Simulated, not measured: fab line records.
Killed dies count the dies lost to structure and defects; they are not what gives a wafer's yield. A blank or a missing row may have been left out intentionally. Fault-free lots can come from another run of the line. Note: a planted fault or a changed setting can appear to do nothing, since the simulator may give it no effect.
The tool behind it: which one? -- flow nand-harc -- 13 lots with 39 wafers sampled at 2 steps, on a route of 1302 steps

## WHAT THE GAUGES READ, wafer by wafer
NHARC_P_M2_THK_MEAS_24: measures by xrf.
lot,measured,on,thk-nm (nm)
L834,day 6 17:41,film-metro-02,145.3 144.9 145.8
L835,day 6 19:44,film-metro-01,145.0 145.2 145.7
L836,day 7 12:52,film-metro-01,146.0 144.8 144.1
L837,day 7 14:27,film-metro-02,144.8 146.2 144.4
L840,day 9 00:06,film-metro-01,146.9 143.0 143.3
L841,day 9 06:53,film-metro-02,142.8 145.7 144.0
L843,day 10 00:41,film-metro-02,144.9 146.0 144.3
L846,day 11 11:02,film-metro-01,143.1 145.6 146.2
L849,day 12 14:41,film-metro-01,142.6 143.2 143.6
L852,day 14 00:41,film-metro-02,146.6 144.2 147.6
L853,day 14 09:19,film-metro-02,145.3 145.5 144.8
L855,day 15 17:01,film-metro-01,143.9 141.6 143.1
L857,day 16 13:35,film-metro-02,143.3 142.7 144.8

NHARC_P_BONDPAD_CD_MEAS_09 targets a cd of 500 nm.
lot,measured,on,cd-nm (nm)
L834,day 6 19:31,cd-sem-02,500.5 500.9 505.0
L835,day 6 21:41,cd-sem-03,499.8 500.1 500.9
L836,day 7 14:48,cd-sem-03,497.7 501.0 499.9
L837,day 7 16:24,cd-sem-01,500.4 501.8 501.3
L840,day 9 02:01,cd-sem-03,500.7 498.2 499.4
L841,day 9 08:53,cd-sem-02,498.3 498.3 499.3
L843,day 10 02:37,cd-sem-01,498.9 499.1 499.6
L846,day 11 12:51,cd-sem-01,499.8 503.0 502.3
L849,day 12 16:37,cd-sem-03,499.6 501.4 500.6
L852,day 14 03:04,cd-sem-03,500.2 498.5 501.6
L853,day 14 11:17,cd-sem-02,502.9 502.0 504.3
L855,day 15 19:02,cd-sem-03,498.6 499.3 500.3
L857,day 16 15:34,cd-sem-03,500.4 499.7 499.5

## TOOL THAT RAN EACH LOT (tool first, then ch and the chambers of the sampled wafers, then the start)
The record holds no process step before these readings.

## WHAT THE TOOLS THEMSELVES READ (means of the sampled wafers that have a number; where no wafer has one, the mark that the record gives instead)
The record holds no such reading with a usual standard deviation.

## THE ANSWER, worked out from the rows above alone
Rule: the lots themselves supply what counts as usual. Put in order of their means at a reading, lots are off if they are a third of the lots or fewer, leave a main group of 4 or more, and stand apart from it by a gap of 3 or more times the standard deviation of the main group's means; of several such gaps the widest counts. If all means in a main group match to the digits the tables above print for the reading, that group is not used. A lot without any number at a reading at which 4 lots or more have one is off too. Any other lot the step has rows for is counted as sound. First the gauges in route order, then the tools' own readings, where a lot's mean is used as printed above. At the first step where some lot is off, the reading lying furthest off is the one used; lots without a number count as furthest.
Across all readings shown, no lot is off: no conclusion can be drawn from this.

## WHAT THE SIMULATOR PUT IN
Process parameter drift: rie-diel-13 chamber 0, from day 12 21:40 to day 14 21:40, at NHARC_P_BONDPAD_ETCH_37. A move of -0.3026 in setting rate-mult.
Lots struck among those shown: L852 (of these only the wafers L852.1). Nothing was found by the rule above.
